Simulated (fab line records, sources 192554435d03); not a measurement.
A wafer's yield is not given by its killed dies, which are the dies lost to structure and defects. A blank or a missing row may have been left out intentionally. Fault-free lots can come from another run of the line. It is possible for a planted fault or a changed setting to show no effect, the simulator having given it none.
Chamber matching -- flow n5Finfet -- N5_SDB_HM_DEP_00 on pecvd-01 has 3 sister chambers
The step deposits SiNx from SiH4/NH3/N2, target thk 40 nm, time 35.3 s. 18 wafers are shown with their chamber, then 9 later ones without.

WAFERS WITH THEIR CHAMBER
wafer,chamber,throttleValvePct (%),showerheadPlenumPTorr (Torr),susceptorTempC (C)
L074.2,1,41.8,5.14,399.96
L074.5,0,39.0,5.13,400.31
L074.6,1,41.4,5.13,399.87
L078.1,1,41.5,5.14,400.17
L078.5,1,41.5,5.15,400.28
L078.6,0,38.9,5.11,400.30
L081.3,2,43.6,5.24,399.96
L081.4,2,43.4,5.23,400.16
L081.5,1,41.2,5.16,399.72
L082.2,1,41.4,5.14,399.98
L082.3,2,43.2,5.24,400.22
L082.6,0,39.0,5.12,399.91
L083.2,1,41.4,5.15,399.84
L083.5,1,41.5,5.15,399.82
L083.6,0,38.8,5.12,399.96
L085.1,0,39.1,5.13,399.80
L085.3,2,43.7,5.22,400.41
L085.4,2,43.4,5.23,400.49

SIGNATURES, as means of the wafers listed above
reading,chamber 0,chamber 1,chamber 2,scatter within a chamber
throttleValvePct,38.960,41.462,43.460,0.164
showerheadPlenumPTorr,5.1220,5.1450,5.2320,0.00879
susceptorTempC,400.0560,399.9550,400.2480,0.207
Rule: for each reading, subtract the chamber's mean from the wafer's reading, divide by that reading's scatter and square the result; add these up over the readings and take the root, which gives the wafer's distance from the chamber. The wafer belongs to the nearest chamber; if the next one is less than 2 further off, it can't be placed. The scatter: the root of (the sum of the squares of (reading less its chamber's mean) over the shown wafers, divided by (wafers less chambers)).

WAFERS WITH NO CHAMBER GIVEN
wafer,throttleValvePct (%),showerheadPlenumPTorr (Torr),susceptorTempC (C)
L087.1,39.2,5.12,400.17
L087.4,41.6,5.15,400.01
L087.5,43.6,5.22,400.15
L091.2,41.5,5.14,399.73
L091.5,41.4,5.14,399.72
L091.6,43.3,5.24,400.11
L092.4,39.0,5.12,400.47
L092.5,43.3,5.22,400.13
L092.6,41.4,5.15,400.08

WHICH CHAMBER EACH ONE RAN IN
wafer,from the rows above,in truth
L087.1,0,0
L087.4,1,1
L087.5,2,2
L091.2,1,1
L091.5,1,1
L091.6,2,2
L092.4,0,0
L092.5,2,2
L092.6,1,1
9 of 9 placed correctly. Not placeable from these rows: 0. Number placed wrongly: 0.
